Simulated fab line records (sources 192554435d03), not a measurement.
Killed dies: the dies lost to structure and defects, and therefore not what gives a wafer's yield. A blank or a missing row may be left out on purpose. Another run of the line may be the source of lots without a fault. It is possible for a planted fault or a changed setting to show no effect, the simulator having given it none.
Split-lot study | flow n5 finfet | 21 wafers read across 7 lots, on a route 1938 steps long

## ABOUT THE SPLIT
At N5_ZERO_LAYER_COAT_05 (resist thk 1000 nm), the setting spin rpm was moved away from the recipe's 1500 rpm on 2 of the 21 wafers read, by -10.5% to -7.8%. For the rest of the wafers, this setting stayed at what the recipe calls for.

## FROM THE SPLIT TO THE READING: what the file shows between them, 4 steps
- N5_ZERO_LAYER_EBR_07
- N5_ZERO_LAYER_SOFTBAKE_06: time 90 s
- N5_ZERO_LAYER_DESCUM_16: chemistry O2, time 7.9 s
- N5_ZERO_LAYER_ETCH_17: etches SiO2 in CF4, target depth 12 nm, time 13.3 s

## THE READING
coat_of_ZERO_LAYER_COAT_05.thk nm (the simulator's own value, which no gauge read), in nm, at N5_ZERO_LAYER_ETCH_18 (etches Si in HBr/Cl2, target depth 120 nm, time 40 s). The file does not state a usual value for it. Here, 19 wafers ran the recipe; their average is 931.1 nm with a standard deviation of 3.7 nm.

wafer  | tool, chamber at the split | spin rpm as run, rpm | against the recipe | coat_of_ZERO_LAYER_COAT_05.thk nm, nm | against lot-mates on the recipe
L074.1 | litho track-03, 0          | 1343                 | -10.5%             | 989.7                                 | +58.4
L074.2 | litho track-03, 0          | 1500                 | recipe             | 931.1                                 | -
L074.3 | litho track-03, 0          | 1500                 | recipe             | 931.6                                 | -
L081.1 | litho track-04, 0          | 1500                 | recipe             | 929.6                                 | -
L081.3 | litho track-04, 0          | 1500                 | recipe             | 930.7                                 | -
L081.4 | litho track-04, 0          | 1500                 | recipe             | 928.2                                 | -
L086.3 | litho track-02, 0          | 1500                 | recipe             | 928.2                                 | -
L086.4 | litho track-02, 0          | 1500                 | recipe             | 929.3                                 | -
L086.5 | litho track-02, 0          | 1383                 | -7.8%              | 968.9                                 | +40.1
L090.1 | litho track-03, 0          | 1500                 | recipe             | 931.3                                 | -
L090.3 | litho track-03, 0          | 1500                 | recipe             | 930.6                                 | -
L090.4 | litho track-03, 0          | 1500                 | recipe             | 930.4                                 | -
L092.3 | litho track-04, 0          | 1500                 | recipe             | 940.6                                 | -
L092.5 | litho track-04, 0          | 1500                 | recipe             | 936.5                                 | -
L092.6 | litho track-04, 0          | 1500                 | recipe             | 935.7                                 | -
L095.3 | litho track-02, 0          | 1500                 | recipe             | 924.4                                 | -
L095.4 | litho track-02, 0          | 1500                 | recipe             | 929.1                                 | -
L095.6 | litho track-02, 0          | 1500                 | recipe             | 927.2                                 | -
L096.1 | litho track-04, 0          | 1500                 | recipe             | 929.7                                 | -
L096.3 | litho track-04, 0          | 1500                 | recipe             | 936.4                                 | -
L096.4 | litho track-04, 0          | 1500                 | recipe             | 930.9                                 | -

FIT RESULTS
A straight line over all 21 wafers: coat_of_ZERO_LAYER_COAT_05.thk nm changes by -5.33 nm for each +1% of spin rpm; r = -0.97; the points scatter about the line by 3.8 nm.
The same after taking each lot's own level away (the mean of its wafers on the recipe; 21 wafers): -5.43 nm for each +1%; r = -0.99; scatter 1.8 nm.
The reading moves by 57 nm for the largest change in spin rpm, on that fit.
The lots' own levels span 926.90 to 937.60 nm, that is 2.9 times the standard deviation above.
So the lot-to-lot level changes the slope little: the two slopes agree.
Check: with one of the wafers moved furthest among these (-10.5%) left out of the fit, the line predicts +53.9 nm for it against its lot-mates. Against them it came out at +58.4 nm.

## THESE WAFERS: OTHER SPLITS
Other splits were also applied to these wafers ahead of the reading. Each is held against what the fit with the lots' levels taken away leaves over:
other split on the same wafers | wafers away from the commonest value | r with coat_of_ZERO_LAYER_COAT_05.thk nm (lot level and that fit taken away)
N5_ZERO_LAYER_PECVD_02 time s  | 7                                    | -0.08

## THE WHOLE CHAIN: every reading that the file lists as answering this split, in the file's order
step                   | what it does                                         | reading                                                                            | change (the file's fit)              | r (the file's)
N5_ZERO_LAYER_COAT_05  | resist thk 1000 nm                                   | coat_of_ZERO_LAYER_COAT_05.thk nm (the simulator's own value, which no gauge read) | -5.51 nm for each +1% of the setting | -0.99
N5_ZERO_LAYER_ETCH_18  | etches Si in HBr/Cl2, target depth 120 nm, time 40 s | coat_of_ZERO_LAYER_COAT_05.thk nm (the simulator's own value, which no gauge read) | -5.42 nm for each +1% of the setting | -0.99
N5_ZERO_LAYER_STRIP_24 | strips in O2                                         | strip time to endpoint s                                                           | withheld for each +1% of the setting | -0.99

## THE FILE'S OWN FIT
coat_of_ZERO_LAYER_COAT_05.thk nm changes by -5.42 nm for each +1% of spin rpm, r = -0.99.
